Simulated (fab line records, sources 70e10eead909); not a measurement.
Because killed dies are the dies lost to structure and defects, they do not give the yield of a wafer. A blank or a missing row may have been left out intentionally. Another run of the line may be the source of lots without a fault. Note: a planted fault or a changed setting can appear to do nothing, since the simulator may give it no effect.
Which tool was responsible? + flow nand_harc + 14 lots, 42 wafers sampled, at 5 steps of a route of 1159

WHAT THE GAUGES READ, wafer by wafer
NHARC_A_ZERO_WELL_INSPECT_17.
| lot  | measured     | on                | raw_defect_count |
|------|--------------|-------------------|------------------|
| L911 | day 6 20:09  | defect_inspect-02 | 8 7 7            |
| L913 | day 7 02:28  | defect_inspect-01 | 9 13 21          |
| L912 | day 7 02:50  | defect_inspect-01 | 10 20 16         |
| L917 | day 8 03:25  | defect_inspect-02 | 9 25 11          |
| L925 | day 9 17:38  | defect_inspect-01 | 14 9 5           |
| L923 | day 9 19:55  | defect_inspect-02 | 12 18 6          |
| L926 | day 10 13:45 | defect_inspect-02 | 11 6 5           |
| L928 | day 10 17:16 | defect_inspect-02 | 11 5 15          |
| L927 | day 10 18:07 | defect_inspect-01 | 9 9 14           |
| L930 | day 11 05:52 | defect_inspect-01 | 6 12 9           |
| L929 | day 11 11:54 | defect_inspect-01 | 4 7 4            |
| L931 | day 11 16:06 | defect_inspect-01 | 11 10 10         |
| L934 | day 12 05:47 | defect_inspect-01 | 15 11 7          |
| L932 | day 12 06:22 | defect_inspect-01 | 8 6 9            |

NHARC_A_SOURCE_PLATE_INSPECT_08.
| lot  | measured     | on                | raw_defect_count |
|------|--------------|-------------------|------------------|
| L911 | day 7 17:49  | defect_inspect-01 | 57 67 88         |
| L913 | day 8 02:04  | defect_inspect-02 | 96 57 88         |
| L912 | day 8 02:05  | defect_inspect-01 | 38 101 61        |
| L917 | day 9 00:05  | defect_inspect-01 | 77 112 62        |
| L925 | day 10 14:26 | defect_inspect-02 | 64 71 49         |
| L923 | day 10 14:25 | defect_inspect-01 | 56 63 36         |
| L926 | day 11 10:19 | defect_inspect-02 | 128 72 84        |
| L928 | day 11 14:22 | defect_inspect-02 | 43 84 132        |
| L927 | day 11 14:22 | defect_inspect-01 | 79 53 87         |
| L930 | day 12 03:26 | defect_inspect-01 | 22 76 68         |
| L929 | day 12 08:21 | defect_inspect-01 | 47 74 41         |
| L931 | day 12 12:28 | defect_inspect-02 | 58 49 33         |
| L934 | day 13 03:04 | defect_inspect-02 | 89 91 64         |
| L932 | day 13 03:04 | defect_inspect-01 | 52 77 63         |

NHARC_A_ONON_D1_THK_MEAS_27: measures by ellipsometry.
| lot  | measured     | on            | thk_nm (nm)    |
|------|--------------|---------------|----------------|
| L911 | day 8 06:26  | film_metro-01 | 994 997 996    |
| L913 | day 8 14:04  | film_metro-01 | 1003 1004 1003 |
| L912 | day 8 14:03  | film_metro-02 | 985 983 984    |
| L917 | day 9 11:47  | film_metro-02 | 988 988 988    |
| L925 | day 11 04:43 | film_metro-02 | 985 984 985    |
| L923 | day 11 04:42 | film_metro-02 | 996 996 995    |
| L926 | day 11 21:59 | film_metro-01 | 1004 1005 1006 |
| L928 | day 12 02:57 | film_metro-02 | 993 990 991    |
| L927 | day 12 02:56 | film_metro-02 | 986 986 986    |
| L930 | day 12 17:51 | film_metro-01 | 995 994 995    |
| L929 | day 12 17:50 | film_metro-02 | 978 979 979    |
| L931 | day 13 01:25 | film_metro-01 | 993 993 992    |
| L934 | day 13 16:56 | film_metro-02 | 992 992 991    |
| L932 | day 13 17:07 | film_metro-02 | 1003 1003 1003 |

NHARC_END_SORT_01.
| lot  | measured     | on        | killed_at_array | killed_at_other | killed_at_periphery | killed_dies | killed_open | killed_short |
|------|--------------|-----------|-----------------|-----------------|---------------------|-------------|-------------|--------------|
| L913 | day 19 12:08 | prober-01 | 7 10 7          | 2 0 1           | 1 2 3               | 10 12 11    | 3 0 1       | 1 0 2        |
| L917 | day 20 11:31 | prober-02 | 674 676 674     | 0 0 0           | 3 1 3               | 677 677 677 | 3 2 5       | 0 2 3        |
| L923 | day 22 06:47 | prober-02 | 674 676 676     | 0 0 0           | 3 1 1               | 677 677 677 | 2 3 2       | 1 3 1        |
| L926 | day 22 14:40 | prober-01 | 35 43 34        | 0 0 0           | 4 2 3               | 39 45 37    | 2 1 4       | 2 3 0        |
| L928 | day 23 07:37 | prober-01 | 24 23 41        | 0 0 1           | 3 3 3               | 27 26 45    | 1 1 5       | 1 4 1        |
| L927 | day 23 06:01 | prober-02 | 31 29 30        | 0 2 2           | 3 3 3               | 34 34 35    | 2 3 3       | 4 2 1        |
| L930 | day 23 23:05 | prober-01 | 20              | 0               | 5                   | 25          | 6           | 1            |
| L929 | day 23 21:32 | prober-02 | 54 43 45        | 0 0 0           | 3 2 0               | 57 45 45    | 2 2 1       | 1 3 1        |
| L931 | day 24 04:02 | prober-01 | 57 51 50        | 1 0 0           | 4 8 8               | 62 59 58    | 2 3 6       | 4 3 5        |

EACH LOT AND THE TOOL THAT RAN IT (in order: tool; ch and the chambers of the sampled wafers; start)
| lot  | NHARC_A_CHANNEL_HOLE_D1_DEP_00                                  |
|------|-----------------------------------------------------------------|
| L911 | acl_dep-03 ch 0, day 8 09:10                                    |
| L913 | acl_dep-01 ch 0, day 8 15:34                                    |
| L912 | acl_dep-03 ch 0, day 8 15:33                                    |
| L917 | acl_dep-03 ch 0, day 9 13:17                                    |
| L925 | acl_dep-02 ch 0, day 11 05:56                                   |
| L923 | acl_dep-03 ch 0, day 11 06:11 and acl_dep-02 ch 0, day 11 08:20 |
| L926 | acl_dep-02 ch 0, day 11 23:47                                   |
| L928 | acl_dep-03 ch 0, day 12 05:42                                   |
| L927 | acl_dep-01 ch 0, day 12 04:59                                   |
| L930 | acl_dep-02 ch 0, day 12 19:09                                   |
| L929 | acl_dep-01 ch 0, day 12 19:41                                   |
| L931 | acl_dep-02 ch 0, day 13 02:38                                   |
| L934 | acl_dep-03 ch 0, day 13 18:16                                   |
| L932 | acl_dep-02 ch 0, day 13 18:55                                   |
- NHARC_A_CHANNEL_HOLE_D1_DEP_00: deposits aC, target thk 3100 nm.

WHAT THE TOOLS THEMSELVES READ (means of the sampled wafers that have a number; where no wafer has one, the mark that the record gives instead)
NHARC_A_CHANNEL_HOLE_D1_DEP_00.
| lot  | tool                  | throttle_valve_pct (%) |
|------|-----------------------|------------------------|
| L911 | acl_dep-03            | 35.003                 |
| L913 | acl_dep-01            | 34.997                 |
| L912 | acl_dep-03            | 34.998                 |
| L917 | acl_dep-03            | 35.006                 |
| L925 | acl_dep-02            | 34.997                 |
| L923 | acl_dep-03/acl_dep-02 | 34.996                 |
| L926 | acl_dep-02            | 35.005                 |
| L928 | acl_dep-03            | 34.998                 |
| L927 | acl_dep-01            | 34.995                 |
| L930 | acl_dep-02            | 35.004                 |
| L929 | acl_dep-01            | 35.001                 |
| L931 | acl_dep-02            | 35.013                 |
| L934 | acl_dep-03            | 34.992                 |
| L932 | acl_dep-02            | 35.008                 |

THE ANSWER, worked out from the rows above alone
Rule: the usual values come from the lots themselves. The widest of any qualifying gaps counts: lots, ordered by their means at a reading, are off when they make up no more than a third of the lots, leave a main group of 4 or more, and stand apart from it by 3 or more times the standard deviation of that group's means. If all means in a main group match to the digits the tables above print for the reading, that group is not used. A lot without any number at a reading at which 4 lots or more have one is off too. The other lots that the step has rows for count as sound. Order of review: gauges by route order, followed by the tools' own readings, for which a lot's mean as printed above is used. The first step at which some lot is off is used, and at that step the reading that is off furthest; a lot without a number counts as furthest.
Off: L917, L923 (NHARC_END_SORT_01, killed_at_array). The main group: mean 32, standard deviation 14. Neither off nor sound, because the step has no rows for them: L911, L912, L925, L934, L932.
A tool fits if, at a process step before that reading, it ran every lot that is off, and no sound lot after the first of them. The gauges at NHARC_END_SORT_01 are tried like those tools. Of those tried, none fits.

WHAT THE SIMULATOR HAD PUT IN
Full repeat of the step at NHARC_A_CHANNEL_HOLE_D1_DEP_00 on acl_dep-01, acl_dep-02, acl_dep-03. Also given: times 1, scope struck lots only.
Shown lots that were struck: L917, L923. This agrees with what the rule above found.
